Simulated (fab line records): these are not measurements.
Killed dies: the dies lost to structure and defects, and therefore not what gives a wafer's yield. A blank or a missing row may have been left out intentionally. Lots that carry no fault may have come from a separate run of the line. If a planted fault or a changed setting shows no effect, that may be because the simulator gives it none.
Problem report in the 8D (eight disciplines) form, filled by code -- flow n5 finfet -- the parts of the form that need people (team, actions taken, sign-off) are left out

1. WHAT WENT WRONG
chamber pressure mTorr at N5_MIM_BOT_ETCH_STRIP_01 reads a mean of 38.88 mTorr on 2 wafers of 2 lots; wafers without a fault read 30.01 mTorr with a standard deviation of 0.071. So: +99 or more standard deviations from the usual mean.
The step: strips in O2.
The first sign was on wafer L430.3 at day 16 18:55, on rie diel-04. The record has a number at this step for 30 wafers belonging to 10 lots. Rule for "out" (also "out of limits"): further than 4 standard deviations from the usual mean. The rest of the wafers with a number are treated as sound.

2. WHAT IT IS, AND WHAT IT ISN'T
question,is,is not
which readings at this step,chamber pressure mTorr,"drypump motor current A, o2 flow sccm, oes product au, rf vpp V, showerhead plenum p Torr, throttle valve pct"
which lots,"L430, L431","L422, L423, L424, L426, L429, L433, L441, L442"
which wafers of those lots,"L430.3, L431.2","L430.2, L430.4, L431.4, L431.5"
read on which tools,rie diel-04,"rie diel-01, rie diel-05"
when,from day 16 18:55,"up to then (17 sound wafers); but 11 sound wafers of L431, L433, L441, L442 came after"

3. SUSPECTS, AND WHAT RULES EACH OUT
Counting: if a tool at a process step up to the reading ran every lot that is out, it stays a suspect. Sound lots after the first of them don't rule it out here, since some wafers of a struck lot are sound.
- rie diel-04 at N5_MIM_BOT_LITHO_DESCUM_10 (chemistry O2, time 7.9 s): kept. Every lot that is out went through it, the first being L430 (day 16 18:32); the last sound lot it ran before that was L423 (day 15 05:02).
- rie diel-04 at N5_MIM_BOT_ETCH_STRIP_01 (strips in O2): kept. Every lot that is out went through it, the first being L430 (day 16 18:55); the last sound lot it ran before that was L429 (day 16 18:46). Its own readings are out on those wafers: chamber pressure mTorr.
- In rie diel-04 at N5_MIM_BOT_ETCH_STRIP_01, the wafers that are out were processed in chamber 0 and their sound lot-mates in chambers 1, 3.
What counting leaves: rie diel-04 at N5_MIM_BOT_LITHO_DESCUM_10 and rie diel-04 at N5_MIM_BOT_ETCH_STRIP_01.

4. THE CAUSE (what the simulator had put in)
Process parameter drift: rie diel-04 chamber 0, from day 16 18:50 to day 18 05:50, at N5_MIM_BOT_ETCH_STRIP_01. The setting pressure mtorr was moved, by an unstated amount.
Counting leaves 2 suspects; this tool is one of them.

5. THE CHAIN OF EFFECTS, in route order
One row per reading whose mean, taken over the struck wafers that have a number, lies over 3 standard deviations from the usual. Scope: only readings with a usual standard deviation given in the record; hours: median across lots of the time from each lot's start at the first step in this table that gives one to its start at this step; sigmas: change in usual standard deviations.
hours,step,reading,usual,on struck wafers,change,sigmas
0,N5_MIM_BOT_ETCH_STRIP_01,chamber pressure mTorr,30.01 mTorr,38.88,+8.87,+99 or more
Its process steps:
- N5_MIM_BOT_ETCH_STRIP_01: strips in O2.
Later steps that measure or inspect, where all struck wafers having a row at the step show a number for every such reading and not one has moved that far: N5_PASSIVATION_CD_MEAS_10.

6. WHAT WOULD HAVE CAUGHT IT SOONER
The fault began at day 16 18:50; the first out-of-limits reading in this record came at day 16 18:55, 0 hours later.
